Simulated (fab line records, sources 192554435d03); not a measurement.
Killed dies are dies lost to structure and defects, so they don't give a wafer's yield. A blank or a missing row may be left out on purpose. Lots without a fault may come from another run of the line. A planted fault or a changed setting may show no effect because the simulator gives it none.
fab line records | flow n5_finfet
record lots=10 wafers=30 last_day=17
route steps=1938 shown MOL_CONTACT_COAG@584 PASSIVATION@1936
lots that met no fault: from a run of the same line without faults
start_h: hours from the record's first day to the start of the lot's first wafer shown | wait_h: hours since the lot's step before | " the same as in the row above | L1.1+2: a row that stands for several wafers | - no value, or no start given | * or withheld: withheld | < > ~ a bound
route shown NAME@n: a module of which the file shows steps, and the number in the route of the first | usual: mean/standard deviation of fault-free wafers | same: alike in all rows | chamber/n: place in a boat | sites: the reading at each site | _std_site: their standard deviation | _edge_site: outer sites' mean less inner sites' | radius_mm: how far each site lies from the wafer's centre | mask NAME#n: copy n | behind: the tool/chamber that last shaped the wafer | hold: why the lot was held/for how many hours/how that ended | device: the transistor (n, p or np) that didn't switch | end of line: the same wafers' tests at the end of the route | a step without rows: its recipe alone | killed: dies lost to structure and defects at the first sort, not the wafer's yield | map: a wafer's dies, x killed, . not, _ none there
set.NAME: the setting as run; set.NAME@STEP: as run at that earlier step | model.NAME: the simulator's own value behind a step, which no gauge read
steps of the route over a sample of lots; a table a step, a row a wafer
services: from which hour (start_h, from the record's first day; less than 0 if before it) a tool's chamber was out of use, for how many hours, and why
## steps
# step N5_MOL_CONTACT_COAG_ETCHBACK_135
# recipe chemistry=CHF3 target=SiO2 target_depth_a=250 time_s=16.7 ion_energy_ev=200 pressure_mtorr=30 source_w=610 bias_w=170 Ar_flow_sccm=200 CHF3_flow_sccm=50
# usual drypump_motor_current_A=5.9/0.35 oes_f_703_au=0.77/0.071 oes_product_au=0.77/0.072 rf_vpp_V=526/6.8 showerhead_plenum_p_Torr=2.41/0.066 throttle_valve_pct=18.77/0.24
# columns lot.wafer tool chamber start_h wait_h drypump_motor_current_A oes_f_703_au oes_product_au rf_hours_counter_h rf_vpp_V showerhead_plenum_p_Torr throttle_valve_pct
L328.4 rie_diel-05 3 99.30 0.0 5.8 0.91 0.90 25 515 2.34 18.60
L328.5 " 2 " " 5.5 0.89 0.91 - 536 2.42 18.55
L328.6 " 1 " " 5.5 0.73 0.73 - 535 2.47 18.75
L329.1 rie_diel-04 1 105.67 0.0 6.5 0.70 0.70 218 520 2.45 18.98
L329.3 " 3 " " 6.3 0.78 0.77 150 523 2.38 18.95
L329.6 " 1 " " 6.5 0.70 0.70 - 522 2.45 18.99
L330.1 rie_diel-04 2 115.04 0.0 6.1 0.76 0.77 145 527 2.37 19.04
L330.3 " 0 " " 6.3 0.73 0.72 204 530 2.45 18.73
L330.5 " 3 " " 6.2 0.78 0.78 - 524 2.38 18.95
L331.1 rie_diel-04 1 121.67 0.0 6.4 0.69 0.70 225 520 2.45 19.03
L331.2 " 3 " " 6.3 0.78 0.77 157 521 2.38 18.97
L331.5 " 1 " " 6.5 0.70 0.70 - 521 2.45 19.02
L332.1 rie_diel-05 3 122.81 0.0 5.8 0.87 0.88 34 515 2.33 18.59
L332.3 " 0 " " 5.6 0.90 0.89 20 522 2.54 18.40
L332.5 " 1 " " 5.5 0.72 0.72 - 534 2.47 18.79
L335.3 rie_diel-04 2 141.50 0.0 6.1 0.75 0.76 149 525 2.37 19.05
L335.4 " 3 " " 6.2 0.76 0.77 164 521 2.37 18.98
L335.5 " 3 " " 6.3 0.77 0.77 - 522 2.37 18.97
L336.2 rie_diel-04 0 149.26 0.0 6.3 0.71 0.71 218 531 2.45 18.76
L336.3 " 1 " " 6.4 0.69 0.68 236 521 2.45 19.03
L336.6 " 2 " " 6.0 0.75 0.77 - 527 2.37 19.05
L337.3 rie_diel-03 0 157.13 0.0 5.7 0.69 0.68 224 534 2.45 19.00
L337.4 " 2 " " 5.8 0.88 0.88 41 529 2.52 18.38
L337.5 " 1 " " 5.4 0.76 0.75 - 515 2.28 18.29
L342.1 rie_diel-04 0 187.38 0.0 6.3 0.71 0.70 230 531 2.44 18.79
L342.4 " 2 " " 6.0 0.74 0.75 165 527 2.37 19.09
L342.5 " 3 " " 6.2 0.75 0.75 - 522 2.37 19.00
L350.3 rie_diel-03 2 240.78 0.0 5.8 0.85 0.86 69 529 2.51 18.44
L350.4 " 3 " " 5.5 0.70 0.72 - 523 2.36 19.06
L350.6 " 2 " " 5.8 0.85 0.86 - 527 2.51 18.43
# step N5_MOL_CONTACT_COAG_STRIP_96
# recipe chemistry=N2/H2 power_w=500 temp_c=40 pressure_mtorr=50 rf_frequency_hz=6e+07 overash_fraction=0.3 bias_power_w=28 h2_frac=0.5 n2_flow_sccm=300 h2_flow_sccm=300
# usual drypump_motor_current_A=5.9/0.35 oes_product_au=0.77/0.073 power_w=500.0/1.5 rf_vpp_V=122.2/1.2 showerhead_plenum_p_Torr=3.41/0.092 throttle_valve_pct=19.0/0.37
# same overash_fraction=0.3
# columns lot.wafer tool chamber start_h wait_h drypump_motor_current_A oes_product_au power_w rf_hours_counter_h rf_vpp_V showerhead_plenum_p_Torr throttle_valve_pct
L328.4 rie_diel-05 3 99.40 0.0 5.9 0.90 501.7 25 120.2 3.27 18.6
L328.5 " 2 " " 5.5 0.91 499.8 - 121.2 3.42 18.7
L328.6 " 1 " " 5.5 0.73 497.5 - 122.5 3.50 19.0
L329.1 rie_diel-04 1 105.77 0.0 6.4 0.70 500.5 218 120.3 3.46 18.9
L329.3 " 3 " " 6.3 0.78 500.8 150 122.5 3.36 19.0
L329.6 " 1 " " 6.4 0.70 499.3 - 123.3 3.46 18.9
L330.1 rie_diel-04 2 115.14 0.0 6.1 0.77 498.2 145 122.8 3.37 19.7
L330.3 " 0 " " 6.3 0.73 501.9 204 122.7 3.47 19.0
L330.5 " 3 " " 6.3 0.76 498.4 - 122.8 3.36 19.0
L331.1 rie_diel-04 1 121.77 0.0 6.5 0.70 500.7 225 122.2 3.46 18.9
L331.2 " 3 " " 6.3 0.77 501.3 157 121.4 3.36 19.0
L331.5 " 1 " " 6.5 0.69 499.2 - 121.8 3.46 19.0
L332.1 rie_diel-05 3 122.91 0.0 5.8 0.88 499.5 34 120.2 3.27 18.6
L332.3 " 0 " " 5.7 0.89 501.0 20 124.6 3.56 18.3
L332.5 " 1 " " 5.5 0.73 498.4 - 123.4 3.50 19.0
L335.3 rie_diel-04 2 141.60 0.0 6.1 0.78 497.9 149 122.9 3.37 19.7
L335.4 " 3 " " 6.2 0.76 500.7 164 122.3 3.35 19.1
L335.5 " 3 " " 6.2 0.77 500.7 - 121.2 3.35 19.0
L336.2 rie_diel-04 0 149.36 0.0 6.4 0.71 499.2 218 123.1 3.46 19.1
L336.3 " 1 " " 6.5 0.68 498.6 236 120.4 3.45 19.0
L336.6 " 2 " " 6.1 0.77 499.3 - 120.8 3.37 19.7
L337.3 rie_diel-03 0 157.23 0.0 5.7 0.67 501.3 224 123.9 3.45 19.2
L337.4 " 2 " " 5.8 0.88 502.0 41 123.7 3.55 18.4
L337.5 " 1 " " 5.4 0.74 499.7 - 119.4 3.22 18.6
L342.1 rie_diel-04 0 187.48 0.0 6.3 0.71 502.8 230 123.6 3.46 19.1
L342.4 " 2 " " 6.1 0.74 497.8 165 123.8 3.36 19.7
L342.5 " 3 " " 6.2 0.74 499.3 - 121.6 3.35 19.1
L350.3 rie_diel-03 2 240.88 0.0 5.8 0.85 502.3 69 121.0 3.53 18.4
L350.4 " 3 " " 5.6 0.73 498.5 - 121.0 3.33 19.1
L350.6 " 2 " " 5.8 0.86 500.7 - 122.1 3.53 18.5
# step N5_MOL_CONTACT_COAG_CD_MEAS_40
# recipe target_cd_nm=25.1 landing_energy_ev=500 detector=se_inlens polarity=opening
# usual cd_nm=25.05/0.22
# columns lot.wafer tool chamber start_h wait_h cd_nm
L328.4 cd_sem-03 0 99.99 - 25.47
L328.5 " 0 " " 25.08
L328.6 " 0 " " 24.75
L329.1 cd_sem-03 0 106.55 - 24.88
L329.3 " 0 " " 25.12
L329.6 " 0 " " 24.99
L330.1 cd_sem-02 0 115.77 - 24.77
L330.3 " 0 " " 24.54
L330.5 " 0 " " 24.90
L331.1 cd_sem-03 0 122.52 - 25.06
L331.2 " 0 " " 25.32
L331.5 " 0 " " 25.02
L332.1 cd_sem-03 0 123.50 - 25.13
L332.3 " 0 " " 25.10
L332.5 " 0 " " 24.54
L335.3 cd_sem-03 0 142.19 - 24.93
L335.4 " 0 " " 25.53
L335.5 " 0 " " 24.81
L336.2 cd_sem-01 0 149.94 - 25.19
L336.3 " 0 " " 25.38
L336.6 " 0 " " 24.83
L337.3 cd_sem-03 0 157.82 - 25.33
L337.4 " 0 " " 24.38
L337.5 " 0 " " 24.84
L342.1 cd_sem-01 0 188.22 - 24.92
L342.4 " 0 " " 25.32
L342.5 " 0 " " 24.73
L350.3 cd_sem-01 0 241.47 - 25.51
L350.4 " 0 " " 25.05
L350.6 " 0 " " 25.01
# step N5_MOL_CONTACT_COAG_INSPECT_42
# recipe mode=adi inspect_instrument=brightfield
# usual raw_defect_count=226/70
# columns lot.wafer tool chamber start_h wait_h raw_defect_count
L328.4 defect_inspect-01 - 100.08 0.0 148
L328.5 " - " " 181
L328.6 " - " " 153
L329.1 defect_inspect-01 - 106.64 0.1 272
L329.3 " - " " 416
L329.6 " - " " 329
L330.1 defect_inspect-02 - 115.85 0.1 269
L330.3 " - " " 292
L330.5 " - " " 352
L331.1 defect_inspect-02 - 122.61 0.1 241
L331.2 " - " " 222
L331.5 " - " " 234
L332.1 defect_inspect-02 - 123.59 0.1 298
L332.3 " - " " 379
L332.5 " - " " 194
L335.3 defect_inspect-01 - 142.28 0.0 214
L335.4 " - " " 320
L335.5 " - " " 209
L336.2 defect_inspect-01 - 150.03 0.0 203
L336.3 " - " " 257
L336.6 " - " " 188
L337.3 defect_inspect-01 - 157.91 0.0 164
L337.4 " - " " 170
L337.5 " - " " 208
L342.1 defect_inspect-02 - 188.32 0.1 174
L342.4 " - " " 497
L342.5 " - " " 161
L350.3 defect_inspect-01 - 241.56 0.0 175
L350.4 " - " " 141
L350.6 " - " " 149
# step N5_MOL_CONTACT_COAG_ETCH_67
# recipe chemistry=N2/H2 target=SOC target_depth_a=600 overetch_a=210 mask_material=SiARC temp_c=40 time_s=101.2 ion_energy_ev=200 pressure_mtorr=30 source_w=840 bias_w=150 n2_flow_sccm=200 h2_flow_sccm=200
# usual drypump_motor_current_A=5.9/0.34 oes_product_au=0.65/0.062 rf_vpp_V=524.8/2.4 showerhead_plenum_p_Torr=2.58/0.08 throttle_valve_pct=17.8/0.32
# columns lot.wafer tool chamber start_h wait_h drypump_motor_current_A oes_product_au rf_hours_counter_h rf_vpp_V showerhead_plenum_p_Torr throttle_valve_pct
L328.4 rie_diel-03 1 100.78 0.0 5.4 0.64 - 521.0 2.44 17.4
L328.5 " 0 " " 5.7 0.58 - 525.3 2.62 18.1
L328.6 " 2 " " 5.8 0.77 - 529.0 2.70 17.4
L329.1 rie_diel-03 1 107.17 0.0 5.4 0.64 141 522.0 2.44 17.4
L329.3 " 1 " " 5.4 0.64 - 519.8 2.44 17.4
L329.6 " 2 " " 5.8 0.77 - 527.4 2.70 17.4
L330.1 rie_diel-04 3 116.24 0.0 6.3 0.65 154 524.9 2.54 18.0
L330.3 " 1 " " 6.4 0.58 222 526.5 2.62 18.0
L330.5 " 0 " " 6.2 0.61 - 526.0 2.63 17.9
L331.1 rie_diel-05 1 123.09 0.0 5.5 0.60 167 526.3 2.65 17.9
L331.2 " 3 " " 5.8 0.72 34 523.0 2.47 17.6
L331.5 " 1 " " 5.5 0.61 - 528.7 2.65 17.9
L332.1 rie_diel-04 2 123.99 0.0 6.1 0.65 145 525.7 2.55 18.3
L332.3 " 0 " " 6.3 0.60 208 526.9 2.63 17.9
L332.5 " 0 " " 6.3 0.61 - 525.2 2.63 17.9
L335.3 rie_diel-05 2 142.72 0.0 5.5 0.72 40 525.7 2.58 17.7
L335.4 " 0 " " 5.7 0.73 26 527.7 2.70 17.4
L335.5 " 2 " " 5.5 0.73 - 526.4 2.58 17.7
L336.2 rie_diel-05 2 150.41 0.0 5.5 0.72 43 525.3 2.58 17.7
L336.3 " 0 " " 5.7 0.73 29 528.1 2.70 17.4
L336.6 " 2 " " 5.5 0.72 - 524.6 2.58 17.7
L337.3 rie_diel-04 0 159.05 0.0 6.3 0.60 220 525.3 2.62 17.9
L337.4 " 1 " " 6.5 0.57 238 526.0 2.61 18.1
L337.5 " 0 " " 6.3 0.60 - 525.2 2.62 17.9
L342.1 rie_diel-04 1 189.25 0.0 6.5 0.57 247 524.1 2.61 18.1
L342.4 " 3 " " 6.3 0.63 181 522.8 2.53 18.1
L342.5 " 2 " " 6.1 0.63 - 523.8 2.55 18.4
L350.3 rie_diel-03 1 242.60 0.0 5.4 0.61 188 520.0 2.42 17.5
L350.4 " 2 " " 5.8 0.71 - 527.7 2.68 17.5
L350.6 " 1 " " 5.4 0.60 - 520.9 2.42 17.5
# step N5_PASSIVATION_PROBE_49
# usual killed_at_M0_to_M3=35/11 killed_at_M4_up=14/5.4 killed_at_contacts=12/6.2 killed_at_front_end=38/11 killed_at_other=4.1/2.8 killed_dies=103/17 killed_on_rim=13/4 killed_open=66/13 killed_short=34/8.2
# same gross_dies=1180 killed_at_back_side=0
# columns lot.wafer tool chamber start_h wait_h killed_at_M0_to_M3 killed_at_M4_up killed_at_contacts killed_at_front_end killed_at_other killed_dies killed_on_rim killed_open killed_short
L331.1 prober-02 - 277.98 0.0 39 14 21 55 5 134 16 88 42
L331.2 prober-02 - 278.03 0.1 33 20 9 18 5 85 12 59 25
L331.5 prober-02 - 278.18 0.2 33 17 13 33 1 97 16 68 23
L335.3 prober-01 - 306.74 0.1 54 28 29 28 2 141 24 95 40
L335.4 prober-01 - 306.79 0.2 48 18 17 32 8 123 20 80 41
L335.5 prober-01 - 306.84 0.2 47 24 11 42 7 131 17 89 38
L342.1 prober-02 - 362.96 0.0 41 22 9 53 8 133 21 97 36
L342.4 prober-02 - 363.11 0.2 31 10 92 40 4 177 37 69 30
L342.5 prober-02 - 363.16 0.2 48 18 6 43 6 121 21 83 36
# killed by level:class
L331.1 MOL_CONTACT_COAG:geometric_particle:open=17 BEOL_M3:geometric_particle:open=11 FIN_SAQP:geometric_particle:short=10 STI_FIN_REVEAL:geometric_particle:open=10 FIN_SAQP:geometric_particle:open=9 BEOL_M0_SAQP:geometric_particle:open=8 BEOL_M4:geometric_particle:open=6 SPACER0:geometric_particle:open=6
L331.2 BEOL_M4:geometric_particle:open=14 BEOL_M0_SAQP:geometric_particle:open=10 BEOL_M3:geometric_particle:open=9 MOL_CONTACT_COAG:geometric_particle:open=6 BEOL_M1:geometric_particle:open=6 STI_FIN_REVEAL:geometric_particle:open=5 FIN_SAQP:geometric_particle:short=3 MOL_CONTACT_COAG:geometric_particle:short=3
L331.5 MOL_CONTACT_COAG:geometric_particle:open=11 BEOL_M4:geometric_particle:open=11 BEOL_M0_SAQP:geometric_particle:open=10 BEOL_M1:geometric_particle:open=9 BEOL_M3:geometric_particle:open=7 STI_FIN_REVEAL:geometric_particle:open=6 FIN_SAQP:geometric_particle:short=5 STARTING-WAFER:geometric_particle:open=4
L335.3 MOL_CONTACT_COAG:geometric_particle:open=21 BEOL_M4:geometric_particle:open=17 BEOL_M0_SAQP:geometric_particle:open=16 BEOL_M0_SAQP:geometric_particle:short=12 MOL_CONTACT_COAG:geometric_particle:short=8 BEOL_M1:geometric_particle:open=8 STI_FIN_REVEAL:geometric_particle:open=7 FIN_SAQP:geometric_particle:short=4
L335.4 BEOL_M0_SAQP:geometric_particle:short=15 MOL_CONTACT_COAG:geometric_particle:open=13 BEOL_M0_SAQP:geometric_particle:open=10 BEOL_M3:geometric_particle:open=10 BEOL_M4:geometric_particle:open=10 FIN_SAQP:geometric_particle:open=8 STI_FIN_REVEAL:geometric_particle:open=8 GATE_CUT:geometric_particle:short=8
L335.5 FIN_SAQP:geometric_particle:short=12 BEOL_M0_SAQP:geometric_particle:open=12 MOL_CONTACT_COAG:geometric_particle:open=10 BEOL_M2:geometric_particle:open=10 BEOL_M3:geometric_particle:open=7 FIN_SAQP:geometric_particle:open=6 BEOL_M0_SAQP:geometric_particle:short=6 BEOL_M4:geometric_particle:open=6
L342.1 FIN_SAQP:geometric_particle:open=14 BEOL_M4:geometric_particle:open=11 BEOL_M3:geometric_particle:open=10 BEOL_M1:geometric_particle:open=9 DUMMY_GATE:geometric_particle:open=8 MOL_CONTACT_COAG:geometric_particle:open=8 STI_FIN_REVEAL:geometric_particle:open=7 BEOL_M0_SAQP:geometric_particle:short=7
L342.4 MOL_CONTACT_COAG:unspecified=77 MOL_CONTACT_COAG:geometric_particle:open=14 STI_FIN_REVEAL:geometric_particle:open=13 BEOL_M0_SAQP:geometric_particle:open=8 BEOL_M2:geometric_particle:open=8 FIN_SAQP:geometric_particle:short=6 BEOL_M0_SAQP:geometric_particle:short=6 BEOL_M4:geometric_particle:open=6
L342.5 BEOL_M0_SAQP:geometric_particle:short=12 BEOL_M0_SAQP:geometric_particle:open=12 STI_FIN_REVEAL:geometric_particle:open=8 BEOL_M2:geometric_particle:open=6 BEOL_M4:geometric_particle:open=6 FIN_SAQP:geometric_particle:open=5 DUMMY_GATE:geometric_particle:open=5 ILD0:geometric_particle:open=5
## services
# columns tool chamber start_h hours kind
rie_diel-03 3 95.34 22.6 repair
rie_diel-03 0 103.91 18.7 repair
rie_diel-03 - 112.50 2.8 repair
rie_diel-04 2 116.92 6.0 repair
rie_diel-04 1 198.07 - clean
rie_diel-04 1 198.07 - consumable_replace:focus_ring
rie_diel-04 1 198.07 16.8 scheduled_down
rie_diel-04 1 198.07 16.8 vent_cycle
rie_diel-05 0 219.57 8.4 repair
rie_diel-03 0 230.47 - clean
rie_diel-03 0 230.47 - consumable_replace:focus_ring
rie_diel-03 0 230.47 17.0 scheduled_down
rie_diel-03 0 230.47 17.0 vent_cycle
rie_diel-05 2 241.26 2.6 repair
## key
first_sign step=N5_MOL_CONTACT_COAG_INSPECT_42 reading=raw_defect_count direction=up sigmas=3.9 usual=226 struck=497
effect step=N5_PASSIVATION_PROBE_49 reading=killed_at_contacts direction=up sigmas=13 usual=12 struck=92
more_kills_born_at N5_MOL_CONTACT_COAG_STRIP_96@rie_diel-04=77
met_at N5_MOL_CONTACT_COAG_STRIP_96
struck_lots L342
struck_wafers L342.4
tester_left_out L342
not_acting_at N5_MOL_CONTACT_COAG_ETCHBACK_135,N5_MOL_CONTACT_COAG_CD_MEAS_40,N5_MOL_CONTACT_COAG_ETCH_67
onset_between 149.36 187.48
fault kind=chamber_particle_source tool=rie_diel-04 chamber=2 onset_h=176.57 steps=N5_MOL_CONTACT_COAG_STRIP_96 rate_per_visit_cm2=0.57439 end_h=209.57
# tester_left_out: of these lots the tester's yield and bins aren't shown, on N5 and GAA mostly nor the transistor test; their killed dies are dies lost to structure and defects alone, not to doping, threshold or leakage, so they don't give the yield
